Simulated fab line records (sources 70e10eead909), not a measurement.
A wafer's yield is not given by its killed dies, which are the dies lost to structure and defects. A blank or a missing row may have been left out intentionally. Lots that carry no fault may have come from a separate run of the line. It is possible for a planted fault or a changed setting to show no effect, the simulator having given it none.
Struck lot and sound lot, side by side :: flow nand_harc :: 14 out of 1302 route steps
Sound: wafers L770.1, L770.2, L770.5. Struck: wafer L785.3. (L785.2, L785.6 of the same lot were not struck and are left out.) The cause comes at the end.
Order at every step that has rows: each side's tool, ch and its chambers, its first start. Under that, the readings that differ: sound wafers :: struck wafers :: difference of the means :: sigmas: that difference in standard deviations of wafers without a fault.
alike: readings whose means differ by less than 2 such deviations, and words and numbers that are the same on both sides. not compared: withheld readings, readings that some wafer has no value for, bounds like >300 that may hide the same value, and numbers for which the record gives no deviation and whose values overlap.
A row with sigmas, a row that says differs or no value, or rows on one side alone: a step with any of these is where the two part. Numbers that have no deviation but don't overlap get no sigmas and don't part them. A reading missing from all wafers of one side parts the sides only when that side holds two or more wafers.

first, 1 step without rows for these wafers: NHARC_A_ONON_D1_DEP_09 (target thk 1000 nm).
NHARC_A_ONON_D1_THK_MEAS_11: measures by ellipsometry.
  sound on film_metro-01 at day 8 00:05; struck on film_metro-02 at day 14 19:13
reading: thk_nm (nm)
sound: 986 986 987
struck: 1013
difference: +27
sigmas: +3
then, no rows for these wafers at 1 step: NHARC_A_ONON_D1_DEP_12 (target thk 1000 nm).
NHARC_A_ONON_D1_THK_MEAS_14: measures by ellipsometry.
  sound on film_metro-01 at day 8 00:39; struck on film_metro-02 at day 14 19:47
  alike: thk_nm
then, 2 steps without rows for these wafers: NHARC_A_ONON_D1_ANNEAL_15 (time 3600 s); NHARC_A_ONON_D1_DEP_16 (target thk 1000 nm).
NHARC_A_ONON_D1_THK_MEAS_18: measures by ellipsometry.
  sound on film_metro-02 at day 8 08:29; struck on film_metro-02 at day 15 04:02
  alike: thk_nm
then, no rows for these wafers at 1 step: NHARC_A_ONON_D1_DEP_19 (target thk 1000 nm).
NHARC_A_ONON_D1_THK_MEAS_21: measures by ellipsometry.
  sound on film_metro-01 at day 8 09:03; struck on film_metro-01 at day 15 04:35
  alike: thk_nm
then, no rows for these wafers at 1 step: NHARC_A_ONON_D1_DEP_22 (target thk 1000 nm).
NHARC_A_ONON_D1_THK_MEAS_24: measures by ellipsometry.
  sound on film_metro-02 at day 8 09:37; struck on film_metro-01 at day 15 05:09
  alike: thk_nm
NHARC_A_ONON_D1_DEP_25: target thk 1000 nm.
  sound on pecvd_onon-01 ch 0, day 8 09:40; struck on pecvd_onon-01 ch 0, day 15 05:16
NHARC_A_ONON_D1_THK_MEAS_27: measures by ellipsometry.
  sound on film_metro-01 at day 8 10:11; struck on film_metro-02 at day 15 05:44
reading: thk_nm (nm)
sound: 996 996 995
struck: 963
difference: -33
sigmas: -4
then, no rows for these wafers at 1 step: NHARC_A_ONON_D1_DEP_28 (target thk 1000 nm).

## WHERE THEY PART
At NHARC_A_ONON_D1_THK_MEAS_11 first; at NHARC_A_ONON_D1_THK_MEAS_27 last (within this record only).

WHY: what had been put in by the simulator
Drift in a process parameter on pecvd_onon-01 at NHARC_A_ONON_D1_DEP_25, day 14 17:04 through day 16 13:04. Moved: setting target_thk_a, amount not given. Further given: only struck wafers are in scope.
